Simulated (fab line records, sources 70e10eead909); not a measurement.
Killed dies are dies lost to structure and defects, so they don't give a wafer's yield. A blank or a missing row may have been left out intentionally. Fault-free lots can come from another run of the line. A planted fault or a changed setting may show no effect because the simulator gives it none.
fab line records | flow nandHarc
record: lots: 11 wafers: 33 lastDay: 34
route steps=1302 shown P_M2@332 END@1302
lots that met no fault: from a run of the same line without faults
startH: hours from the record's opening day to when the first of the lot's shown wafers began | waitH: hours since the lot's step before | " unchanged from the row above | L1.1+2: a single row standing in for several wafers | - either no value or no given start | * or withheld: withheld | < > ~ a bound
route shown NAME@n: names a module that has steps shown in the file, with the first one's number in the route | usual: mean/standard deviation of fault-free wafers | same: alike in all rows | chamber/n: place in a boat | sites: the reading at each site | _std_site: their standard deviation | _edge_site: inner sites' mean taken away from outer sites' mean | radiusMm: for every site, how far away it sits from the centre of the wafer | mask NAME#n: copy n | behind: the last tool/chamber to shape the wafer | hold: why the lot went on hold/how many hours it stayed there/how the hold came to an end | device: which transistor (n, p or np) failed to switch | end of line: at the end of the route, the tests of the same wafers | a step without rows: its recipe alone | killed: the dies lost at the first sort to structure and to defects; this is not the yield of the wafer | map: a wafer's dies, marking killed ones x, the rest . and places with no die _
set.NAME: the setting the step ran with; set.NAME@STEP: the setting that earlier step ran with | model.NAME: the simulator's own value behind a step, which no gauge read
route steps across a sampled set of lots; one table per step, one row per wafer
services: a tool's chamber out of use, with start hour (startH, from the record's first day; less than 0 if before it), hours out, and reason
== steps ==
step: NHARC_P_M2_ETCH_35
recipe: targetDepthA: 400 overetchA: 120 timeS: 43.94 ionEnergyEv: 200 n2FlowSccm: 150 h2FlowSccm: 150 arFlowSccm: 0 rfW: 400 biasW: 150 chemistry: N2/H2
usual: drypumpMotorCurrentA: 5.8/0.38 n2FlowSccm: 150.0/0.46 oesProductAu: 0.998/0.007 rfVppV: 431.3/2.1 showerheadPlenumPTorr: 2.07/0.07 throttleValvePct: 14.171/0.0087
columns lot.wafer tool chamber startH waitH drypumpMotorCurrentA n2FlowSccm oesProductAu rfHoursCounterH rfVppV showerheadPlenumPTorr throttleValvePct
L346.1 rieDiel-01 2 137.88 0.1 5.7 148.6 0.987 8.0 431.1 2.01 14.173
L346.2 " 3 " " 5.8 149.7 1.005 8.4 433.1 2.16 14.166
L346.4 " 0 " " 4.9 150.8 0.997 6.8 434.9 2.18 14.172
L347.1 rieDiel-01 1 145.40 0.1 5.4 149.6 0.994 6.8 433.0 2.16 14.170
L347.4 " 1 " " 5.4 149.7 0.990 - 433.3 2.16 14.172
L347.6 " 2 " " 5.7 151.0 0.983 - 430.3 2.01 14.169
L348.1 rieDiel-08 0 163.67 0.1 6.4 149.7 1.021 7.7 432.8 2.12 14.180
L348.3 " 2 " " 5.8 150.0 0.997 7.2 430.9 2.07 14.170
L348.5 " 1 " " 6.2 149.3 1.004 - 431.4 2.02 14.157
L349.4 rieDiel-08 2 175.69 0.1 5.8 150.6 1.002 7.9 431.2 2.07 14.170
L349.2 " 0 " " 6.4 150.0 1.008 8.3 434.0 2.12 14.158
L349.3 " 1 " " 6.2 150.3 1.008 6.4 429.6 2.02 14.185
L350.1 rieDiel-08 3 182.46 0.1 5.6 150.2 0.997 9.3 430.9 2.07 14.171
L350.4 " 1 " " 6.2 149.8 1.004 6.6 429.4 2.02 14.175
L350.5 " 0 " " 6.4 149.8 1.012 - 434.0 2.12 14.179
L351.3 rieDiel-08 0 190.20 0.1 6.4 149.5 0.998 8.8 432.0 2.12 14.169
L351.4 " 1 " " 6.2 149.3 0.993 6.8 430.0 2.02 14.187
L351.5 " 0 " " 6.4 149.7 1.001 - 432.8 2.12 14.168
L352.2 rieDiel-11 0 206.88 0.1 5.9 149.8 0.997 5.8 431.8 2.05 14.172
L352.5 " 1 " " 5.9 150.1 0.996 - 429.5 2.03 14.166
L352.6 " 0 " " 5.9 149.0 0.996 - 431.5 2.06 14.167
L355.1 rieDiel-01 2 226.20 0.1 5.6 149.6 1.005 0.8 430.0 2.01 14.163
L355.3 " 3 " " 5.7 150.3 1.001 0.7 434.0 2.16 14.175
L355.6 " 2 " " 5.7 150.3 0.993 - 428.6 2.01 14.156
L356.1 rieDiel-08 3 241.23 0.1 5.6 149.9 0.996 2.0 431.9 2.06 14.162
L356.2 " 0 " " 6.4 150.6 1.001 2.1 432.4 2.12 14.177
L356.5 " 2 " " 5.8 150.1 0.992 - 432.5 2.07 14.160
L357.2 rieDiel-11 3 253.96 0.1 5.4 149.0 0.990 6.7 427.2 1.97 14.179
L357.4 " 0 " " 5.9 150.5 0.992 8.0 430.3 2.05 14.158
L357.6 " 3 " " 5.4 149.0 0.992 - 428.0 1.97 14.160
L367.2 rieDiel-01 3 357.25 0.1 5.7 149.9 1.007 8.8 432.7 2.16 14.190
L367.5 " 0 " " 4.9 150.0 0.992 - 432.9 2.17 14.169
L367.6 " 1 " " 5.4 150.0 1.001 - 433.8 2.16 14.170
step: NHARC_P_M2_ETCH_15
recipe: targetDepthA: 1825 timeS: 91.2 c4f8FlowSccm: withheld arFlowSccm: 400 rfW: 600 biasW: 300 chemistry: C4F8/Ar
usual: oesProductAu: 0.936/0.019 rfVppV: 441.7/2
columns lot.wafer tool chamber startH waitH oesProductAu rfHoursCounterH rfVppV
L346.2 rieDiel-01 0 - - 0.922 6.8 444.4
L346.1 " 1 " " 0.920 6.6 443.7
L346.4 " 2 " " 0.919 8.1 440.1
L347.1 rieDiel-01 2 - - 0.918 8.3 439.8
L347.4 " 2 " " 0.924 - 439.0
L347.6 " 3 " " 0.922 - 444.9
L348.1 rieDiel-08 0 - - 0.989 7.8 442.1
L348.3 " 2 " " 0.956 7.2 442.0
L348.5 " 0 " " 0.976 - 441.8
L349.4 rieDiel-08 0 - - 0.932 8.3 443.7
L349.2 " 1 " " 0.916 6.4 439.9
L349.3 " 3 " " 0.923 9.1 441.8
L350.1 rieDiel-08 0 - - 0.925 8.5 444.1
L350.4 " 2 " " 0.930 8.2 442.5
L350.5 " 3 " " 0.927 - 442.0
L351.4 rieDiel-08 3 - - 0.930 9.7 442.6
L351.3 " 0 " " 0.938 8.8 443.4
L351.5 " 3 " " 0.924 - 441.8
L352.2 rieDiel-11 1 - - 0.932 5.5 440.7
L352.5 " 0 " " 0.938 - 440.6
L352.6 " 1 " " 0.919 - 440.4
L355.1 rieDiel-01 2 - - 0.970 0.8 439.7
L355.3 " 3 " " 0.969 0.7 443.3
L355.6 " 1 " " 0.965 - 443.6
L356.2 rieDiel-08 0 - - 0.958 2.1 443.2
L356.1 " 3 " " 0.963 2.0 439.6
L356.5 " 0 " " 0.952 - 443.3
L357.4 rieDiel-11 1 - - 0.921 7.8 439.0
L357.2 " 2 " " 0.934 8.4 438.9
L357.6 " 2 " " 0.928 - 438.6
L367.2 rieDiel-01 2 - - 0.921 8.5 440.1
L367.5 " 0 " " 0.934 - 445.2
L367.6 " 1 " " 0.929 - 443.7
step: NHARC_P_M2_DEGAS_29
recipe: tempC: 250 timeS: 60
usual: heaterPowerW: 335/31
columns lot.wafer tool chamber startH waitH heaterPowerW
L346.1 pvdSputter-02 - 138.85 - 331
L346.4 " - " " 406
L346.2 " - " " 360
L347.4 pvdSputter-02 - 146.45 - 325
L347.1 " - " " 355
L347.6 " - " " 387
L348.3 pvdSputter-01 - 164.61 - 310
L348.1 " - " " 295
L348.5 " - " " 346
L349.2 pvdSputter-01 - 176.63 - 345
L349.4 " - " " 329
L349.3 " - " " 297
L350.1 pvdSputter-02 - 183.46 - 338
L350.4 " - " " 362
L350.5 " - " " 402
L351.4 pvdSputter-03 - 191.20 - 316
L351.3 " - " " 348
L351.5 " - " " 311
L352.2 pvdSputter-03 - 207.83 - 264
L352.5 " - " " 346
L352.6 " - " " 260
L355.1 pvdSputter-03 - 227.13 - 319
L355.3 " - " " 260
L355.6 " - " " 343
L356.1 pvdSputter-02 - 242.25 - 319
L356.2 " - " " 335
L356.5 " - " " 330
L357.2 pvdSputter-03 - 254.90 - 311
L357.4 " - " " 342
L357.6 " - " " 323
L367.2 pvdSputter-01 - 358.19 - 323
L367.5 " - " " 300
L367.6 " - " " 344
step: NHARC_P_M2_ECD_22
recipe: targetThkA: 4000 bathTempC: 25 material: Cu
columns lot.wafer tool chamber startH waitH
L346.1+2+4 ecdCu-02 1,0,0 139.21 -
L347.1+4+6 ecdCu-02 1,0,1 146.85 -
L348.1+3+5 ecdCu-02 1,0,1 164.99 -
L349.2+4+3 ecdCu-01 0,1,0 177.03 -
L350.1+4+5 ecdCu-01 0,1,0 183.81 -
L351.3+4+5 ecdCu-01 1,0,0 191.66 -
L352.2+6+5 ecdCu-02 1,0,1 208.23 -
L355.1+3+6 ecdCu-02 1 227.55 -
L356.2+1+5 ecdCu-01 1,0,1 242.61 -
L357.2+4+6 ecdCu-02 1,0,1 255.31 -
L367.2+6+5 ecdCu-01 1,1,0 358.53 -
step: NHARC_P_M2_CMP_23
recipe: tOverpolishS: 20 targetThkNm: 144.3
usual: motorCurrentA: 12.4/1.5 timeToEndpointS: 29.6/2
columns lot.wafer tool chamber startH waitH motorCurrentA timeToEndpointS
L346.1 cmp-03 3 139.95 - 14.2 29.1
L346.4 " 0 " " 11.6 30.1
L346.2 " 1 " " 13.9 25.9
L347.4 cmp-02 0 147.55 - 12.1 30.2
L347.1 " 2 " " 13.7 32.5
L347.6 " 0 " " 12.6 31.7
L348.3 cmp-04 2 165.75 - 13.3 27.7
L348.1 " 0 " " 10.9 28.4
L348.5 " 1 " " 12.9 30.7
L349.2 cmp-03 1 177.74 - 13.7 27.4
L349.3 " 2 " " 12.0 26.9
L349.4 " 3 " " 14.8 27.6
L350.1 cmp-02 3 184.57 - 12.8 32.7
L350.4 " 1 " " 11.7 32.0
L350.5 " 2 " " 14.3 33.2
L351.4 cmp-04 1 192.29 - 13.6 32.3
L351.3 " 2 " " 13.0 31.6
L351.5 " 2 " " 13.5 30.9
L352.2 cmp-03 3 208.91 - 13.9 28.5
L352.6 " 3 " " 14.2 27.3
L352.5 " 0 " " 11.4 29.2
L355.1 cmp-04 2 228.22 - 13.7 30.1
L355.3 " 1 " " 12.0 30.6
L355.6 " 3 " " 9.1 29.6
L356.2 cmp-04 2 243.33 - 13.4 29.8
L356.1 " 1 " " 13.1 33.7
L356.5 " 3 " " 9.7 29.0
L357.4 cmp-02 0 256.04 - 12.1 28.0
L357.2 " 1 " " 11.9 27.9
L357.6 " 3 " " 12.5 29.8
L367.2 cmp-04 2 359.61 - 12.4 47.9
L367.6 " 3 " " 9.9 46.8
L367.5 " 0 " " 11.2 28.2
step: NHARC_END_SORT_01
recipe: tempC: 25
usual: defectLimitedYield: 91/3.1 killedAtArray: 53/21 killedAtOther: 1.0/1.3 killedAtPeriphery: 3.8/2.4 killedDies: 58/21 killedOpen: 3.4/1.9 killedShort: 2.4/1.5 sort_bin_2_pct: 3.0/1.3 sort_bin_3_pct: 0.6/0.39 sort_bin_4_pct: 4.9/1.8 sortNPass: 619/21 sortRimYieldPct: 88/5.3 sortYieldPct: 91/3.1
same: grossDies: 677 sort_bin_5_pct[%]: 0 sort_bin_6_pct[%]: 0 sort_bin_7_pct[%]: 0 sort_bin_8_pct[%]: 0 sortRimNGross: 106.00
columns lot.wafer tool chamber startH waitH defectLimitedYield[%] killedAtArray killedAtOther killedAtPeriphery killedDies killedOpen killedShort sort_bin_2_pct[%] sort_bin_3_pct[%] sort_bin_4_pct[%] sortNPass sortRimYieldPct[%] sortYieldPct[%]
L355.1 prober-02 0 677.03 2.5 93 47 1 2 50 2 3 2.2 0.6 4.6 627 82 93
killed by level:class
L355.1 A_SLIT:chamberFilmFlake=18 A_CHANNEL_HOLE_D1:chamberFilmFlake=16 A_WL_FILL:chamberFilmFlake=2 A_M1:chamberFilmFlake=2 P_CONTACT:geometricParticle:open=1 A_ONON_D1:geometricParticle:short=1 A_DECK1_JOINT:geometricParticle:short=1 A_WL_FILL:geometricParticle:short=1
== services ==
columns tool chamber startH hours kind
cmp-04 - 146.39 1.3 repair
pvdSputter-02 - 155.73 2.6 repair
ecdCu-01 - 160.00 8.0 pm
rieDiel-08 - 190.80 9.0 pm
ecdCu-01 - 195.09 1.2 repair
rieDiel-01 - 196.79 0.6 repair
rieDiel-01 - 203.83 9.0 pm
cmp-04 - 209.07 4.0 pm
rieDiel-08 1 238.27 7.7 repair
rieDiel-08 - 242.98 0.8 repair
ecdCu-02 - 244.00 8.0 pm
cmp-04 - 247.52 5.2 repair
rieDiel-01 3 260.05 2.4 repair
rieDiel-01 0 271.69 7.7 repair
rieDiel-08 0 274.41 3.5 repair
ecdCu-01 - 300.51 1.6 repair
ecdCu-02 - 306.04 1.1 repair
cmp-04 - 307.07 4.0 pm
ecdCu-02 - 309.51 1.1 repair
rieDiel-01 - 321.52 0.3 repair
ecdCu-01 - 336.00 8.0 pm
rieDiel-01 - 346.65 0.7 repair
rieDiel-08 - 352.35 0.3 repair
ecdCu-01 - 356.88 0.3 repair
== key ==
firstSign: step: NHARC_P_M2_CMP_23 reading: timeToEndpointS direction: up sigmas: 8.9 usual: * struck: *
effect none on later readings
metAt NHARC_P_M2_ECD_22
struckLots L367
struckWafers L367.2,L367.6
notActingAt NHARC_P_M2_ETCH_35,NHARC_P_M2_ETCH_15,NHARC_P_M2_DEGAS_29
onsetBetween 242.61 358.53
fault: kind: processParameterDrift tool: ecdCu-01 chamber: - onsetH: 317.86 steps: NHARC_P_M2_ECD_22 channel: targetThkA offset: * shape: step endH: 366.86 scope: struckWafersOnly actsIn: * stated: *
